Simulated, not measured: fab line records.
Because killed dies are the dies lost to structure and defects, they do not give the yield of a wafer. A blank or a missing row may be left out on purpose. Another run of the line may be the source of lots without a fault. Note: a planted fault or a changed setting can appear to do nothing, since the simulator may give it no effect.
fab line records || flow nandHarc
[record] {"lots": 6, "wafers": 18, "lastDay": 33}
route steps=1302 shown A_DECK1_JOINT@535 A_ONON_D2@545 END@1302
lots untouched by any fault: they come from a run of this same line in which no faults occurred
startH: start of the lot's first displayed wafer, in hours after the record's first day || waitH: hours from the lot's prior step to this one || " as in the row above || L1.1+2: several wafers, shown together as one row || - no value present, or no start provided || * or withheld: withheld || < > ~ a bound
route shown NAME@n: a module of which the file shows steps, and the number in the route of the first || usual: average and standard deviation across the fault-free wafers || same: alike in all rows || chamber/n: place in a boat || sites: each site's reading || _std_site: how widely they spread, as a standard deviation || _edge_site: the outer-site mean with the inner-site mean subtracted || radiusMm: how far each site lies from the wafer's centre || mask NAME#n: copy n || behind: the most recent tool/chamber to have shaped the wafer || hold: reason for holding the lot/hours on hold/outcome of the hold || device: names the non-switching transistor (n, p or np) || end of line: the same wafers' tests at the end of the route || where a step has no rows: the recipe by itself || killed: not the wafer's yield, but the dies lost to structure and defects at the first sort || map: dies across one wafer; x = killed, . = not, _ = none there
set.NAME: the run value of the setting; set.NAME@STEP: its run value at that earlier step || model.NAME: the simulator's own value behind a step, which no gauge read
lots at some steps of the route; a table a step, a row a wafer
services: the hour from which a tool's chamber was out of use, counted from the record's first day as startH (under 0 if before that day), plus the number of hours and why
[[steps]]
[step NHARC_A_DECK1_JOINT_CURE_26]
[recipe] {"tempC": 150, "timeS": 32, "pressureAtm": 0.395}
[step NHARC_A_DECK1_JOINT_ANNEAL_27]
[recipe] {"tempC": 400, "timeS": 3600, "idleTempC": 300, "rampUpCPerMin": 10, "densificationPH2oTorr": 640}
[step NHARC_A_DECK1_JOINT_ANNEAL_28]
[recipe] {"tempC": 500, "timeS": 1800, "idleTempC": 400, "rampUpCPerMin": 10, "densificationPH2oTorr": 640}
[step NHARC_A_DECK1_JOINT_ANNEAL_29]
[recipe] {"tempC": 750, "timeS": 1800, "idleTempC": 500, "rampUpCPerMin": 10, "rampDownCPerMin": 3}
[step NHARC_A_DECK1_JOINT_CMP_02]
[recipe] {"material": "SiOx"}
[usual] {"motorCurrentA": "12.4/1.2"}
{"lot.wafer": "L804.1", "tool": "cmp-01", "chamber": 3, "startH": 331.52, "waitH": 0.4, "motorCurrentA": 10.8}
{"lot.wafer": "L804.6", "tool": "cmp-01", "chamber": 0, "startH": 331.52, "waitH": 0.4, "motorCurrentA": 12.3}
{"lot.wafer": "L804.5", "tool": "cmp-01", "chamber": 1, "startH": 331.52, "waitH": 0.4, "motorCurrentA": 14.7}
{"lot.wafer": "L814.4", "tool": "cmp-03", "chamber": 0, "startH": 414.56, "waitH": 0.4, "motorCurrentA": 13.7}
{"lot.wafer": "L814.2", "tool": "cmp-03", "chamber": 2, "startH": 414.56, "waitH": 0.4, "motorCurrentA": 13.9}
{"lot.wafer": "L814.6", "tool": "cmp-03", "chamber": 1, "startH": 414.56, "waitH": 0.4, "motorCurrentA": 14.1}
{"lot.wafer": "L815.1", "tool": "cmp-01", "chamber": 0, "startH": 426.66, "waitH": 0.4, "motorCurrentA": 12.1}
{"lot.wafer": "L815.3", "tool": "cmp-01", "chamber": 1, "startH": 426.66, "waitH": 0.4, "motorCurrentA": 13.7}
{"lot.wafer": "L815.2", "tool": "cmp-01", "chamber": 3, "startH": 426.66, "waitH": 0.4, "motorCurrentA": 11.6}
{"lot.wafer": "L820.2", "tool": "cmp-01", "chamber": 2, "startH": 488.19, "waitH": 0.4, "motorCurrentA": 11.9}
{"lot.wafer": "L820.3", "tool": "cmp-01", "chamber": 3, "startH": 488.19, "waitH": 0.4, "motorCurrentA": 11.5}
{"lot.wafer": "L820.1", "tool": "cmp-01", "chamber": 0, "startH": 488.19, "waitH": 0.4, "motorCurrentA": 11.4}
{"lot.wafer": "L821.1", "tool": "cmp-04", "chamber": 3, "startH": 498.44, "waitH": 0.4, "motorCurrentA": 12.7}
{"lot.wafer": "L821.6", "tool": "cmp-04", "chamber": 0, "startH": 498.44, "waitH": 0.4, "motorCurrentA": 10.7}
{"lot.wafer": "L821.5", "tool": "cmp-04", "chamber": 1, "startH": 498.44, "waitH": 0.4, "motorCurrentA": 11.6}
{"lot.wafer": "L822.4", "tool": "cmp-04", "chamber": 2, "startH": 499.91, "waitH": 0.4, "motorCurrentA": 11.3}
{"lot.wafer": "L822.3", "tool": "cmp-04", "chamber": 1, "startH": 499.91, "waitH": 0.4, "motorCurrentA": 11.8}
{"lot.wafer": "L822.6", "tool": "cmp-04", "chamber": 3, "startH": 499.91, "waitH": 0.4, "motorCurrentA": 12.4}
[step NHARC_A_DECK1_JOINT_SRD_15]
[step NHARC_A_DECK1_JOINT_DEP_16]
[recipe] {"targetThkA": 450, "tempC": 400, "pressureTorr": 6.5, "rfW": 900, "teosFlowSccm": 161.4, "flowSccm": 2650, "targetThkNm": 45, "gas": "O2", "material": "SiO2"}
[usual] {"heaterPowerW": "575/120", "throttleValvePct": "15.8/0.62"}
{"lot.wafer": "L804.1", "tool": "pecvd-04", "chamber": 2, "startH": 332.04, "waitH": 0.3, "heaterPowerW": 389, "throttleValvePct": 14.9}
{"lot.wafer": "L804.6", "tool": "pecvd-04", "chamber": 1, "startH": 332.04, "waitH": 0.3, "heaterPowerW": 502, "throttleValvePct": 16.1}
{"lot.wafer": "L804.5", "tool": "pecvd-04", "chamber": 0, "startH": 332.04, "waitH": 0.3, "heaterPowerW": 628, "throttleValvePct": 16.9}
{"lot.wafer": "L814.2", "tool": "pecvd-03", "chamber": 2, "startH": 415.01, "waitH": 0.1, "heaterPowerW": 737, "throttleValvePct": 15.7}
{"lot.wafer": "L814.6", "tool": "pecvd-03", "chamber": 1, "startH": 415.01, "waitH": 0.1, "heaterPowerW": 540, "throttleValvePct": 15.6}
{"lot.wafer": "L814.4", "tool": "pecvd-03", "chamber": 2, "startH": 415.01, "waitH": 0.1, "heaterPowerW": 720, "throttleValvePct": 15.6}
{"lot.wafer": "L815.3", "tool": "pecvd-04", "chamber": 0, "startH": 427.05, "waitH": 0.1, "heaterPowerW": 596, "throttleValvePct": 16.8}
{"lot.wafer": "L815.2", "tool": "pecvd-04", "chamber": 1, "startH": 427.05, "waitH": 0.1, "heaterPowerW": 390, "throttleValvePct": 16.3}
{"lot.wafer": "L815.1", "tool": "pecvd-04", "chamber": 2, "startH": 427.05, "waitH": 0.1, "heaterPowerW": 518, "throttleValvePct": 15.1}
{"lot.wafer": "L820.3", "tool": "pecvd-03", "chamber": 0, "startH": 488.57, "waitH": 0.1, "heaterPowerW": 443, "throttleValvePct": 15.9}
{"lot.wafer": "L820.1", "tool": "pecvd-03", "chamber": 1, "startH": 488.57, "waitH": 0.1, "heaterPowerW": 581, "throttleValvePct": 15.9}
{"lot.wafer": "L820.2", "tool": "pecvd-03", "chamber": 2, "startH": 488.57, "waitH": 0.1, "heaterPowerW": 692, "throttleValvePct": 15.5}
{"lot.wafer": "L821.1", "tool": "pecvd-04", "chamber": 2, "startH": 498.75, "waitH": 0.1, "heaterPowerW": 401, "throttleValvePct": 15.0}
{"lot.wafer": "L821.5", "tool": "pecvd-04", "chamber": 2, "startH": 498.75, "waitH": 0.1, "heaterPowerW": 412, "throttleValvePct": 14.7}
{"lot.wafer": "L821.6", "tool": "pecvd-04", "chamber": 1, "startH": 498.75, "waitH": 0.1, "heaterPowerW": 501, "throttleValvePct": 15.9}
{"lot.wafer": "L822.3", "tool": "pecvd-03", "chamber": 1, "startH": 500.34, "waitH": 0.1, "heaterPowerW": 532, "throttleValvePct": 15.8}
{"lot.wafer": "L822.6", "tool": "pecvd-03", "chamber": 0, "startH": 500.34, "waitH": 0.1, "heaterPowerW": 425, "throttleValvePct": 16.0}
{"lot.wafer": "L822.4", "tool": "pecvd-03", "chamber": 1, "startH": 500.34, "waitH": 0.1, "heaterPowerW": 549, "throttleValvePct": 15.6}
[step NHARC_A_DECK1_JOINT_THK_MEAS_17]
[recipe] {"thkMeasGauge": "ellipsometry"}
[usual] {"thkNm": "45.2/1.2"}
{"lot.wafer": "L804.1", "tool": "filmMetro-01", "chamber": "-", "startH": 332.29, "waitH": 0.2, "thkNm": 46.1}
{"lot.wafer": "L804.5", "tool": "filmMetro-01", "chamber": "-", "startH": 332.29, "waitH": 0.2, "thkNm": 46.7}
{"lot.wafer": "L804.6", "tool": "filmMetro-01", "chamber": "-", "startH": 332.29, "waitH": 0.2, "thkNm": 48.1}
{"lot.wafer": "L814.2", "tool": "filmMetro-02", "chamber": "-", "startH": 415.23, "waitH": 0.2, "thkNm": 45.3}
{"lot.wafer": "L814.4", "tool": "filmMetro-02", "chamber": "-", "startH": 415.23, "waitH": 0.2, "thkNm": 44.3}
{"lot.wafer": "L814.6", "tool": "filmMetro-02", "chamber": "-", "startH": 415.23, "waitH": 0.2, "thkNm": 45.4}
{"lot.wafer": "L815.1", "tool": "filmMetro-01", "chamber": "-", "startH": 427.33, "waitH": 0.2, "thkNm": 42.9}
{"lot.wafer": "L815.2", "tool": "filmMetro-01", "chamber": "-", "startH": 427.33, "waitH": 0.2, "thkNm": 42.9}
{"lot.wafer": "L815.3", "tool": "filmMetro-01", "chamber": "-", "startH": 427.33, "waitH": 0.2, "thkNm": 45.4}
{"lot.wafer": "L820.1", "tool": "filmMetro-01", "chamber": "-", "startH": 488.85, "waitH": 0.2, "thkNm": 46.6}
{"lot.wafer": "L820.2", "tool": "filmMetro-01", "chamber": "-", "startH": 488.85, "waitH": 0.2, "thkNm": 46.4}
{"lot.wafer": "L820.3", "tool": "filmMetro-01", "chamber": "-", "startH": 488.85, "waitH": 0.2, "thkNm": 45.9}
{"lot.wafer": "L821.1", "tool": "filmMetro-01", "chamber": "-", "startH": 499.03, "waitH": 0.2, "thkNm": 44.0}
{"lot.wafer": "L821.5", "tool": "filmMetro-01", "chamber": "-", "startH": 499.03, "waitH": 0.2, "thkNm": 45.4}
{"lot.wafer": "L821.6", "tool": "filmMetro-01", "chamber": "-", "startH": 499.03, "waitH": 0.2, "thkNm": 45.6}
{"lot.wafer": "L822.3", "tool": "filmMetro-02", "chamber": "-", "startH": 500.59, "waitH": 0.2, "thkNm": 45.4}
{"lot.wafer": "L822.4", "tool": "filmMetro-02", "chamber": "-", "startH": 500.59, "waitH": 0.2, "thkNm": 44.6}
{"lot.wafer": "L822.6", "tool": "filmMetro-02", "chamber": "-", "startH": 500.59, "waitH": 0.2, "thkNm": 45.2}
[step NHARC_A_DECK1_JOINT_INSPECT_05]
[usual] {"rawDefectCount": "293/88"}
{"lot.wafer": "L804.1", "tool": "defectInspect-01", "chamber": "-", "startH": 332.32, "waitH": 0.0, "rawDefectCount": 339}
{"lot.wafer": "L804.5", "tool": "defectInspect-01", "chamber": "-", "startH": 332.32, "waitH": 0.0, "rawDefectCount": 238}
{"lot.wafer": "L804.6", "tool": "defectInspect-01", "chamber": "-", "startH": 332.32, "waitH": 0.0, "rawDefectCount": 267}
{"lot.wafer": "L814.2", "tool": "defectInspect-01", "chamber": "-", "startH": 415.27, "waitH": 0.0, "rawDefectCount": 420}
{"lot.wafer": "L814.4", "tool": "defectInspect-01", "chamber": "-", "startH": 415.27, "waitH": 0.0, "rawDefectCount": 373}
{"lot.wafer": "L814.6", "tool": "defectInspect-01", "chamber": "-", "startH": 415.27, "waitH": 0.0, "rawDefectCount": 171}
{"lot.wafer": "L815.1", "tool": "defectInspect-01", "chamber": "-", "startH": 427.37, "waitH": 0.0, "rawDefectCount": 361}
{"lot.wafer": "L815.2", "tool": "defectInspect-01", "chamber": "-", "startH": 427.37, "waitH": 0.0, "rawDefectCount": 316}
{"lot.wafer": "L815.3", "tool": "defectInspect-01", "chamber": "-", "startH": 427.37, "waitH": 0.0, "rawDefectCount": 362}
{"lot.wafer": "L820.1", "tool": "defectInspect-01", "chamber": "-", "startH": 488.89, "waitH": 0.0, "rawDefectCount": 263}
{"lot.wafer": "L820.2", "tool": "defectInspect-01", "chamber": "-", "startH": 488.89, "waitH": 0.0, "rawDefectCount": 325}
{"lot.wafer": "L820.3", "tool": "defectInspect-01", "chamber": "-", "startH": 488.89, "waitH": 0.0, "rawDefectCount": 377}
{"lot.wafer": "L821.1", "tool": "defectInspect-01", "chamber": "-", "startH": 499.06, "waitH": 0.0, "rawDefectCount": 338}
{"lot.wafer": "L821.5", "tool": "defectInspect-01", "chamber": "-", "startH": 499.06, "waitH": 0.0, "rawDefectCount": 330}
{"lot.wafer": "L821.6", "tool": "defectInspect-01", "chamber": "-", "startH": 499.06, "waitH": 0.0, "rawDefectCount": 407}
{"lot.wafer": "L822.3", "tool": "defectInspect-01", "chamber": "-", "startH": 500.63, "waitH": 0.0, "rawDefectCount": 198}
{"lot.wafer": "L822.4", "tool": "defectInspect-01", "chamber": "-", "startH": 500.63, "waitH": 0.0, "rawDefectCount": 395}
{"lot.wafer": "L822.6", "tool": "defectInspect-01", "chamber": "-", "startH": 500.63, "waitH": 0.0, "rawDefectCount": 224}
[step NHARC_A_ONON_D2_DEP_00]
[recipe] {"targetThkA": 10000, "n2FlowSccm": 2750, "n2oFlowSccm": 2000, "nh3FlowSccm": 500, "sih4FlowSccm": 210, "tempC": 400}
[step NHARC_A_ONON_D2_THK_MEAS_02]
[recipe] {"thkMeasGauge": "ellipsometry"}
[usual] {"thkNm": "998/8.6"}
{"lot.wafer": "L804.1", "tool": "filmMetro-01", "chamber": "-", "startH": 332.91, "waitH": "-", "thkNm": 998}
{"lot.wafer": "L804.5", "tool": "filmMetro-01", "chamber": "-", "startH": 332.91, "waitH": "-", "thkNm": 999}
{"lot.wafer": "L804.6", "tool": "filmMetro-01", "chamber": "-", "startH": 332.91, "waitH": "-", "thkNm": 999}
{"lot.wafer": "L814.2", "tool": "filmMetro-02", "chamber": "-", "startH": 415.84, "waitH": "-", "thkNm": 997}
{"lot.wafer": "L814.4", "tool": "filmMetro-02", "chamber": "-", "startH": 415.84, "waitH": "-", "thkNm": 1000}
{"lot.wafer": "L814.6", "tool": "filmMetro-02", "chamber": "-", "startH": 415.84, "waitH": "-", "thkNm": 998}
{"lot.wafer": "L815.1", "tool": "filmMetro-02", "chamber": "-", "startH": 427.95, "waitH": "-", "thkNm": 988}
{"lot.wafer": "L815.2", "tool": "filmMetro-02", "chamber": "-", "startH": 427.95, "waitH": "-", "thkNm": 986}
{"lot.wafer": "L815.3", "tool": "filmMetro-02", "chamber": "-", "startH": 427.95, "waitH": "-", "thkNm": 988}
{"lot.wafer": "L820.1", "tool": "filmMetro-01", "chamber": "-", "startH": 489.47, "waitH": "-", "thkNm": 995}
{"lot.wafer": "L820.2", "tool": "filmMetro-01", "chamber": "-", "startH": 489.47, "waitH": "-", "thkNm": 994}
{"lot.wafer": "L820.3", "tool": "filmMetro-01", "chamber": "-", "startH": 489.47, "waitH": "-", "thkNm": 999}
{"lot.wafer": "L821.1", "tool": "filmMetro-01", "chamber": "-", "startH": 499.64, "waitH": "-", "thkNm": 1007}
{"lot.wafer": "L821.5", "tool": "filmMetro-01", "chamber": "-", "startH": 499.64, "waitH": "-", "thkNm": 1007}
{"lot.wafer": "L821.6", "tool": "filmMetro-01", "chamber": "-", "startH": 499.64, "waitH": "-", "thkNm": 1007}
{"lot.wafer": "L822.3", "tool": "filmMetro-02", "chamber": "-", "startH": 501.21, "waitH": "-", "thkNm": 1002}
{"lot.wafer": "L822.4", "tool": "filmMetro-02", "chamber": "-", "startH": 501.21, "waitH": "-", "thkNm": 1003}
{"lot.wafer": "L822.6", "tool": "filmMetro-02", "chamber": "-", "startH": 501.21, "waitH": "-", "thkNm": 1002}
[step NHARC_A_ONON_D2_DEP_03]
[recipe] {"targetThkA": 10000, "n2FlowSccm": 2750, "n2oFlowSccm": 2000, "nh3FlowSccm": 500, "sih4FlowSccm": 210, "tempC": 400}
{"lot.wafer": "L804.1+5+6", "tool": "pecvdOnon-02", "chamber": 0, "startH": 332.96, "waitH": 0.1}
{"lot.wafer": "L814.2+4+6", "tool": "pecvdOnon-02", "chamber": 0, "startH": 415.95, "waitH": 0.1}
{"lot.wafer": "L815.1+2+3", "tool": "pecvdOnon-02", "chamber": 0, "startH": 428.01, "waitH": 0.1}
{"lot.wafer": "L820.1+2+3", "tool": "pecvdOnon-02", "chamber": 0, "startH": 489.52, "waitH": 0.1}
{"lot.wafer": "L821.1+5+6", "tool": "pecvdOnon-01", "chamber": 0, "startH": 499.69, "waitH": 0.1}
{"lot.wafer": "L822.3+4+6", "tool": "pecvdOnon-03", "chamber": 0, "startH": 501.38, "waitH": 0.2}
[step NHARC_A_ONON_D2_THK_MEAS_05]
[recipe] {"thkMeasGauge": "ellipsometry"}
[usual] {"thkNm": "1001/9.8"}
{"lot.wafer": "L804.1", "tool": "filmMetro-01", "chamber": "-", "startH": 333.47, "waitH": "-", "thkNm": 1004}
{"lot.wafer": "L804.5", "tool": "filmMetro-01", "chamber": "-", "startH": 333.47, "waitH": "-", "thkNm": 1003}
{"lot.wafer": "L804.6", "tool": "filmMetro-01", "chamber": "-", "startH": 333.47, "waitH": "-", "thkNm": 1003}
{"lot.wafer": "L814.2", "tool": "filmMetro-02", "chamber": "-", "startH": 416.40, "waitH": "-", "thkNm": 1031}
{"lot.wafer": "L814.4", "tool": "filmMetro-02", "chamber": "-", "startH": 416.40, "waitH": "-", "thkNm": 1030}
{"lot.wafer": "L814.6", "tool": "filmMetro-02", "chamber": "-", "startH": 416.40, "waitH": "-", "thkNm": 1031}
{"lot.wafer": "L815.1", "tool": "filmMetro-02", "chamber": "-", "startH": 428.52, "waitH": "-", "thkNm": 1037}
{"lot.wafer": "L815.2", "tool": "filmMetro-02", "chamber": "-", "startH": 428.52, "waitH": "-", "thkNm": 1036}
{"lot.wafer": "L815.3", "tool": "filmMetro-02", "chamber": "-", "startH": 428.52, "waitH": "-", "thkNm": 1040}
{"lot.wafer": "L820.1", "tool": "filmMetro-02", "chamber": "-", "startH": 490.04, "waitH": "-", "thkNm": 1019}
{"lot.wafer": "L820.2", "tool": "filmMetro-02", "chamber": "-", "startH": 490.04, "waitH": "-", "thkNm": 1019}
{"lot.wafer": "L820.3", "tool": "filmMetro-02", "chamber": "-", "startH": 490.04, "waitH": "-", "thkNm": 1018}
{"lot.wafer": "L821.1", "tool": "filmMetro-01", "chamber": "-", "startH": 500.21, "waitH": "-", "thkNm": 1005}
{"lot.wafer": "L821.5", "tool": "filmMetro-01", "chamber": "-", "startH": 500.21, "waitH": "-", "thkNm": 1005}
{"lot.wafer": "L821.6", "tool": "filmMetro-01", "chamber": "-", "startH": 500.21, "waitH": "-", "thkNm": 1005}
{"lot.wafer": "L822.3", "tool": "filmMetro-01", "chamber": "-", "startH": 501.78, "waitH": "-", "thkNm": 1003}
{"lot.wafer": "L822.4", "tool": "filmMetro-01", "chamber": "-", "startH": 501.78, "waitH": "-", "thkNm": 1002}
{"lot.wafer": "L822.6", "tool": "filmMetro-01", "chamber": "-", "startH": 501.78, "waitH": "-", "thkNm": 1004}
[step NHARC_A_ONON_D2_DEP_06]
[recipe] {"targetThkA": 10000, "n2FlowSccm": 2750, "n2oFlowSccm": 2000, "nh3FlowSccm": 500, "sih4FlowSccm": 210, "tempC": 400}
[step NHARC_END_SORT_01]
[recipe] {"tempC": 25}
[usual] {"killedAtArray": "56/21", "killedAtOther": "0.8/1", "killedAtPeriphery": "3.6/2.8", "killedDies": "60/20", "killedOpen": "3.2/1.9", "killedShort": "2.4/1.6"}
[same] {"grossDies": 677}
{"lot.wafer": "L815.1", "tool": "prober-01", "chamber": 0, "startH": 708.37, "waitH": 2.5, "killedAtArray": 87, "killedAtOther": 0, "killedAtPeriphery": 4, "killedDies": 91, "killedOpen": 5, "killedShort": 2}
{"lot.wafer": "L815.2", "tool": "prober-01", "chamber": 0, "startH": 709.16, "waitH": 2.8, "killedAtArray": 85, "killedAtOther": 0, "killedAtPeriphery": 2, "killedDies": 87, "killedOpen": 2, "killedShort": 4}
{"lot.wafer": "L815.3", "tool": "prober-01", "chamber": 0, "startH": 709.95, "waitH": 3.1, "killedAtArray": 80, "killedAtOther": 0, "killedAtPeriphery": 1, "killedDies": 81, "killedOpen": 3, "killedShort": 3}
{"lot.wafer": "L820.1", "tool": "prober-01", "chamber": 0, "startH": 762.12, "waitH": 2.5, "killedAtArray": 38, "killedAtOther": 0, "killedAtPeriphery": 4, "killedDies": 42, "killedOpen": 3, "killedShort": 2}
{"lot.wafer": "L821.1", "tool": "prober-02", "chamber": 0, "startH": 782.95, "waitH": 2.5, "killedAtArray": 42, "killedAtOther": 3, "killedAtPeriphery": 6, "killedDies": 51, "killedOpen": 10, "killedShort": 4}
{"lot.wafer": "L821.5", "tool": "prober-02", "chamber": 0, "startH": 786.10, "waitH": 3.6, "killedAtArray": 40, "killedAtOther": 0, "killedAtPeriphery": 4, "killedDies": 44, "killedOpen": 6, "killedShort": 3}
{"lot.wafer": "L821.6", "tool": "prober-02", "chamber": 0, "startH": 786.88, "waitH": 3.9, "killedAtArray": 42, "killedAtOther": 2, "killedAtPeriphery": 2, "killedDies": 46, "killedOpen": 4, "killedShort": 3}
{"lot.wafer": "L822.3", "tool": "prober-02", "chamber": 0, "startH": 794.08, "waitH": 3.1, "killedAtArray": 63, "killedAtOther": 1, "killedAtPeriphery": 2, "killedDies": 66, "killedOpen": 4, "killedShort": 3}
{"lot.wafer": "L822.4", "tool": "prober-02", "chamber": 0, "startH": 794.90, "waitH": 3.4, "killedAtArray": 50, "killedAtOther": 0, "killedAtPeriphery": 1, "killedDies": 51, "killedOpen": 3, "killedShort": 0}
{"lot.wafer": "L822.6", "tool": "prober-02", "chamber": 0, "startH": 796.52, "waitH": 4.1, "killedAtArray": 47, "killedAtOther": 0, "killedAtPeriphery": 3, "killedDies": 50, "killedOpen": 1, "killedShort": 4}
// killed by level:class
L815.1 A_CHANNEL_HOLE_D1:chamberFilmFlake=29 A_SLIT:chamberFilmFlake=27 A_CHANNEL_HOLE_D2:chamberFilmFlake=18 A_STAIRCASE:chamberFilmFlake=4 A_M0:geometricParticle:open=2 A_CHANNEL_FILL_D2:chamberFilmFlake=2 P_M0:geometricParticle:open=1 A_SOURCE_PLATE:geometricParticle:short=1
L815.2 A_CHANNEL_HOLE_D1:chamberFilmFlake=31 A_SLIT:chamberFilmFlake=31 A_CHANNEL_HOLE_D2:chamberFilmFlake=11 A_STAIRCASE:chamberFilmFlake=5 A_ONON_D1:geometricParticle:short=1 A_CHANNEL_HOLE_D1:geometricParticle:short=1 A_CHANNEL_FILL_D1:geometricParticle:short=1 A_DECK1_JOINT:geometricParticle:short=1
L815.3 A_CHANNEL_HOLE_D1:chamberFilmFlake=27 A_SLIT:chamberFilmFlake=23 A_CHANNEL_HOLE_D2:chamberFilmFlake=15 A_STAIRCASE:chamberFilmFlake=8 P_CONTACT:geometricParticle:open=1 A_SOURCE_PLATE:geometricParticle:open=1 A_CHANNEL_FILL_D2:geometricParticle:short=1 A_SGD_CUT:geometricParticle:short=1
L820.1 A_SLIT:chamberFilmFlake=21 A_CHANNEL_HOLE_D1:chamberFilmFlake=5 A_STAIRCASE:chamberFilmFlake=4 A_CONTACT:chamberFilmFlake=3 P_ZERO_WELL:chamberFilmFlake=2 P_GATE:chamberFilmFlake=2 A_CHANNEL_HOLE_D1:geometricParticle:short=1 A_ONON_D2:geometricParticle:short=1
L821.1 A_CHANNEL_HOLE_D2:chamberFilmFlake=22 A_SLIT:chamberFilmFlake=8 P_M0:geometricParticle:open=4 THIN_TSV:chamberFilmFlake=3 A_ONON_D1:geometricParticle:short=2 A_CONTACT:chamberFilmFlake=2 P_STI:geometricParticle:short=1 P_CONTACT:geometricParticle:open=1
L821.5 A_CHANNEL_HOLE_D2:chamberFilmFlake=20 A_SLIT:chamberFilmFlake=8 A_CONTACT:chamberFilmFlake=4 P_M0:geometricParticle:open=2 A_ONON_D1:geometricParticle:short=2 A_CHANNEL_FILL_D2:geometricParticle:open=2 P_M1:geometricParticle:open=1 A_ONON_D2:geometricParticle:short=1
L821.6 A_CHANNEL_HOLE_D2:chamberFilmFlake=20 A_SLIT:chamberFilmFlake=8 A_CONTACT:chamberFilmFlake=3 A_CHANNEL_HOLE_D1:unspecified=2 THIN_TSV:chamberFilmFlake=2 P_CONTACT:geometricParticle:open=1 A_ONON_D1:geometricParticle:short=1 A_ONON_D1:geometricParticle:open=1
L822.3 A_CHANNEL_HOLE_D1:chamberFilmFlake=20 A_SLIT:chamberFilmFlake=14 A_CONTACT:chamberFilmFlake=14 A_CHANNEL_HOLE_D2:chamberFilmFlake=3 A_STAIRCASE:chamberFilmFlake=3 A_ONON_D2:geometricParticle:open=1 A_CHANNEL_FILL_D2:geometricParticle:open=1 A_WL_FILL:geometricParticle:short=1
L822.4 A_CHANNEL_HOLE_D1:chamberFilmFlake=17 A_CONTACT:chamberFilmFlake=17 A_SLIT:chamberFilmFlake=5 A_WL_FILL:chamberFilmFlake=3 A_M1:chamberFilmFlake=3 P_GATE:geometricParticle:open=1 A_DECK1_JOINT:geometricParticle:open=1 A_BLC:geometricParticle:open=1
L822.6 A_SLIT:chamberFilmFlake=15 A_CHANNEL_HOLE_D1:chamberFilmFlake=14 A_CONTACT:chamberFilmFlake=13 A_WL_FILL:chamberFilmFlake=2 P_CONTACT:geometricParticle:short=1 P_M1:geometricParticle:short=1 A_WL_FILL:geometricParticle:short=1 A_CONTACT:geometricParticle:short=1
[[services]]
{"tool": "cmp-01", "chamber": "-", "startH": 310.15, "hours": "-", "kind": "consumableReplace:conditioner"}
{"tool": "cmp-01", "chamber": "-", "startH": 310.15, "hours": "-", "kind": "consumableReplace:pad"}
{"tool": "pecvd-03", "chamber": 0, "startH": 324.01, "hours": 35.8, "kind": "repair"}
{"tool": "cmp-03", "chamber": "-", "startH": 354.16, "hours": 0.3, "kind": "repair"}
{"tool": "cmp-03", "chamber": "-", "startH": 358.06, "hours": 4.0, "kind": "pm"}
{"tool": "pecvd-03", "chamber": "-", "startH": 366.20, "hours": 13.0, "kind": "pm"}
{"tool": "pecvd-03", "chamber": 0, "startH": 366.20, "hours": 13.0, "kind": "ventCycle"}
{"tool": "pecvd-03", "chamber": 1, "startH": 366.20, "hours": 13.0, "kind": "ventCycle"}
{"tool": "pecvd-03", "chamber": 2, "startH": 366.20, "hours": 13.0, "kind": "ventCycle"}
{"tool": "pecvdOnon-02", "chamber": "-", "startH": 366.26, "hours": 13.0, "kind": "pm"}
{"tool": "cmp-01", "chamber": "-", "startH": 380.09, "hours": 6.3, "kind": "repair"}
{"tool": "pecvdOnon-01", "chamber": "-", "startH": 382.15, "hours": 1.1, "kind": "repair"}
{"tool": "cmp-03", "chamber": "-", "startH": 390.45, "hours": 3.4, "kind": "repair"}
{"tool": "pecvd-03", "chamber": "-", "startH": 391.28, "hours": 0.4, "kind": "repair"}
{"tool": "cmp-04", "chamber": "-", "startH": 396.17, "hours": 0.3, "kind": "repair"}
{"tool": "cmp-03", "chamber": "-", "startH": 400.02, "hours": 0.4, "kind": "repair"}
{"tool": "cmp-01", "chamber": "-", "startH": 404.15, "hours": 4.0, "kind": "pm"}
{"tool": "cmp-04", "chamber": "-", "startH": 405.10, "hours": 4.0, "kind": "pm"}
{"tool": "pecvdOnon-03", "chamber": "-", "startH": 408.00, "hours": 13.0, "kind": "pm"}
{"tool": "pecvd-03", "chamber": 2, "startH": 416.00, "hours": 12.3, "kind": "repair"}
{"tool": "pecvd-04", "chamber": "-", "startH": 450.06, "hours": 13.0, "kind": "pm"}
{"tool": "pecvdOnon-01", "chamber": "-", "startH": 450.38, "hours": 13.0, "kind": "pm"}
{"tool": "cmp-03", "chamber": "-", "startH": 456.06, "hours": 4.0, "kind": "pm"}
{"tool": "cmp-03", "chamber": "-", "startH": 477.71, "hours": 0.6, "kind": "repair"}
[[key]]
[firstSign] {"step": "NHARC_A_ONON_D2_THK_MEAS_05", "reading": "thkNm", "direction": "up", "sigmas": 3.4, "usual": 1001, "struck": 1034}
effect none on later readings
metAt NHARC_A_ONON_D2_DEP_03
struckWafers L814.2,L814.4,L814.6,L815.1,L815.2,L815.3
testerLeftOut L814,L815
onsetBetween 332.96 415.95
[fault] {"kind": "processParameterDrift", "tool": "pecvdOnon-02", "chamber": "-", "onsetH": 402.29, "steps": "NHARC_A_ONON_D2_DEP_03", "channel": "targetThkA", "offset": "*", "shape": "step", "endH": 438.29, "actsIn": "*", "stated": "*"}
// testerLeftOut: of these lots the tester's yield and bins aren't shown, on N5 and GAA mostly nor the transistor test; their killed dies are dies lost to structure and defects alone, not to doping, threshold or leakage, so they don't give the yield
